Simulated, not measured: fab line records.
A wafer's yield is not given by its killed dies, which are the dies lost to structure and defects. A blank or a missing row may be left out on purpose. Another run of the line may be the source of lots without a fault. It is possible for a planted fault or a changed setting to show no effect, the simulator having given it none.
The same fault as seen by 2 desks || flow nand-harc || each desk has only its own numbers; what lay behind them comes last

## TOOL OWNER'S DESK, pecvd-onon-02
The tool's own readings at NHARC_A_ONON_D1_DEP_12 (target thk 1000 nm): means of the sampled wafers that have a number, for each lot that ran on this tool. Any lot whose mean is over 4 standard deviations away from the usual mean is out of limits and marked OUT; that distance is given in the brackets.
Columns: A = n2-flow-sccm at NHARC_A_ONON_D1_DEP_12, usual 2748 sccm
{"lot": "L158", "first seen here": "day 10 01:20", "A": 2746}
{"lot": "L161", "first seen here": "day 11 16:50", "A": 2752}
{"lot": "L163", "first seen here": "day 12 06:44", "A": 2737}
{"lot": "L164", "first seen here": "day 12 17:33", "A": 2748}
{"lot": "L172", "first seen here": "day 16 02:22", "A": 2743}
{"lot": "L174", "first seen here": "day 16 23:26", "A": 2747}
{"lot": "L175", "first seen here": "day 17 10:22", "A": 2754}
Finding of this desk: none of the 7 lots has anything out of limits.

## FROM THE METROLOGY DESK
Lot by lot, what the gauges showed, no matter which tool ran the lot: averages of those sampled wafers that carry a number. Any lot whose mean is over 4 standard deviations away from the usual mean is out of limits and marked OUT; that distance is given in the brackets.
Columns: A = thk-nm at NHARC_A_ONON_D1_THK_MEAS_14, usual 997 nm
{"lot": "L152", "first seen here": "day 7 15:17", "A": 980}
{"lot": "L153", "first seen here": "day 8 05:15", "A": 1013}
{"lot": "L155", "first seen here": "day 9 03:09", "A": 1000}
{"lot": "L156", "first seen here": "day 9 11:05", "A": 1005}
{"lot": "L158", "first seen here": "day 10 01:51", "A": 1004}
{"lot": "L157", "first seen here": "day 10 01:53", "A": 999}
{"lot": "L160", "first seen here": "day 11 00:35", "A": 996}
{"lot": "L161", "first seen here": "day 11 17:14", "A": 993}
{"lot": "L163", "first seen here": "day 12 07:14", "A": "618 (-44) OUT"}
{"lot": "L164", "first seen here": "day 12 18:04", "A": "630 (-42) OUT"}
{"lot": "L170", "first seen here": "day 15 11:04", "A": 1003}
{"lot": "L172", "first seen here": "day 16 02:53", "A": 996}
{"lot": "L174", "first seen here": "day 16 23:50", "A": 1000}
{"lot": "L175", "first seen here": "day 17 10:53", "A": 997}
Finding of this desk: L163, L164 out of limits; the first was L163 at day 12 07:14, on thk-nm at NHARC_A_ONON_D1_THK_MEAS_14. Within limits: L152, L153, L155, L156, L158, L157, L160, L161, L170, L172, L174, L175.

## PUT TOGETHER
Metrology desk: alarm possible at day 12 07:14 on L163, L164.
The desk of the tool owner found nothing out of limits.
Tool owner's desk: L163, L164 on record, inside its limits.
The lots listed all ran NHARC_A_ONON_D1_DEP_12 on pecvd-onon-02.

## WHAT THE SIMULATOR PUT IN
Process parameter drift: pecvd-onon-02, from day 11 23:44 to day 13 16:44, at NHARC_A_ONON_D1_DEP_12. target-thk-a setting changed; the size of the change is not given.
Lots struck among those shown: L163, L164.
Hours from the fault's start to each desk's first reading out of limits: the metrology desk, 8.
